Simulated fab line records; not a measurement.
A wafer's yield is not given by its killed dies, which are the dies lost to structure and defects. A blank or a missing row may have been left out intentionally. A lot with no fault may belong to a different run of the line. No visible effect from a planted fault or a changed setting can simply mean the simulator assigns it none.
The tool behind it: which one? | flow nand-harc | Sampling: 13 lots, 39 wafers, 2 of 1302 route steps

## WHAT THE GAUGES READ, wafer by wafer
NHARC_A_SGD_CUT_OVL_MEAS_10.
lot  | measured     | on         | overlay-x-nm (nm) | overlay-y-nm (nm)
L539 | day 19 01:46 | overlay-01 | -1.4 -1.1 -1.6    | -1.2 -0.7 -1.0
L540 | day 19 21:02 | overlay-01 | 0.0 -0.3 0.0      | 2.0 1.7 1.4
L541 | day 19 21:24 | overlay-02 | 0.0 -0.4 -0.3     | -1.1 -1.2 -0.8
L543 | day 21 01:26 | overlay-02 | 0.5 1.3 0.4       | 0.5 0.5 0.9
L544 | day 21 04:16 | overlay-02 | -0.2 -0.7 -0.4    | -1.0 -1.5 -1.2
L545 | day 21 01:09 | overlay-02 | 0.1 -0.1 0.1      | 0.8 0.7 0.6
L550 | day 24 01:35 | overlay-02 | -0.3 -0.6 -0.3    | 0.2 -0.1 0.4
L553 | day 24 22:58 | overlay-02 | 2.0 2.2 1.9       | -1.0 -0.8 -1.3
L555 | day 26 00:02 | overlay-01 | -0.3 0.1 0.6      | 0.1 0.1 0.1
L556 | day 26 10:52 | overlay-02 | -0.7 -0.3 0.2     | 0.6 1.7 1.1
L558 | day 27 03:30 | overlay-02 | -1.1 -1.5 -1.6    | -1.2 -1.0 -1.1
L560 | day 28 00:05 | overlay-01 | -0.1 0.3 -0.3     | 0.2 -0.2 -0.4
L562 | day 29 16:39 | overlay-01 | -0.7 -1.3 -1.1    | -0.8 -0.5 -0.5

## WHICH TOOL RAN EACH LOT (tool, then ch and the chambers of the sampled wafers, then the start)
lot  | NHARC_A_STAIRCASE_DEP_417
L539 | pecvd-01 ch 0,1,2, day 17 00:04
L540 | pecvd-04 ch 0,2, day 18 01:48
L541 | pecvd-01 ch 1,2, day 18 03:09
L543 | pecvd-04 ch 0,1,2, day 19 04:32
L544 | pecvd-01 ch 0,1,2, day 19 07:47
L545 | pecvd-02 ch 0,1, day 19 08:11
L550 | pecvd-04 ch 0,1,2, day 22 00:52
L553 | pecvd-02 ch 0,1,2, day 23 01:38
L555 | pecvd-04 ch 0,2, day 24 02:07
L556 | pecvd-04 ch 0,1,2, day 24 13:16
L558 | pecvd-01 ch 0,2, day 25 06:25
L560 | pecvd-01 ch 0,1, day 26 04:34
L562 | pecvd-02 ch 0,1, day 27 18:32
- NHARC_A_STAIRCASE_DEP_417: deposits Si3N4, target thk 60 nm.

## AS READ BY THE TOOLS THEMSELVES (means over the sampled wafers that have a number; for cases with no such wafer, the mark the record gives instead)
NHARC_A_STAIRCASE_DEP_417.
lot  | tool     | heater-power-w (W)
L539 | pecvd-01 | 762
L540 | pecvd-04 | 800
L541 | pecvd-01 | 596
L543 | pecvd-04 | 780
L544 | pecvd-01 | 705
L545 | pecvd-02 | 859
L550 | pecvd-04 | 781
L553 | pecvd-02 | 739
L555 | pecvd-04 | 848
L556 | pecvd-04 | 808
L558 | pecvd-01 | 787
L560 | pecvd-01 | 803
L562 | pecvd-02 | 862

## THE ANSWER, worked out from the rows above alone
Rule: what is usual is taken from the lots themselves. The widest of any qualifying gaps counts: lots, ordered by their means at a reading, are off when they make up no more than a third of the lots, leave a main group of 4 or more, and stand apart from it by 3 or more times the standard deviation of that group's means. If all means in a main group match to the digits the tables above print for the reading, that group is not used. A lot without any number at a reading at which 4 lots or more have one is off too. Where the step has rows for the other lots, those lots are counted as sound. The gauges are gone through in route order, then the tools' own readings, and for those a lot's mean is taken as printed above. At the first step where some lot is off, the reading lying furthest off is the one used; lots without a number count as furthest.
No lot is off on any of the readings shown, so nothing can be concluded from this.

## WHAT THE SIMULATOR PUT IN
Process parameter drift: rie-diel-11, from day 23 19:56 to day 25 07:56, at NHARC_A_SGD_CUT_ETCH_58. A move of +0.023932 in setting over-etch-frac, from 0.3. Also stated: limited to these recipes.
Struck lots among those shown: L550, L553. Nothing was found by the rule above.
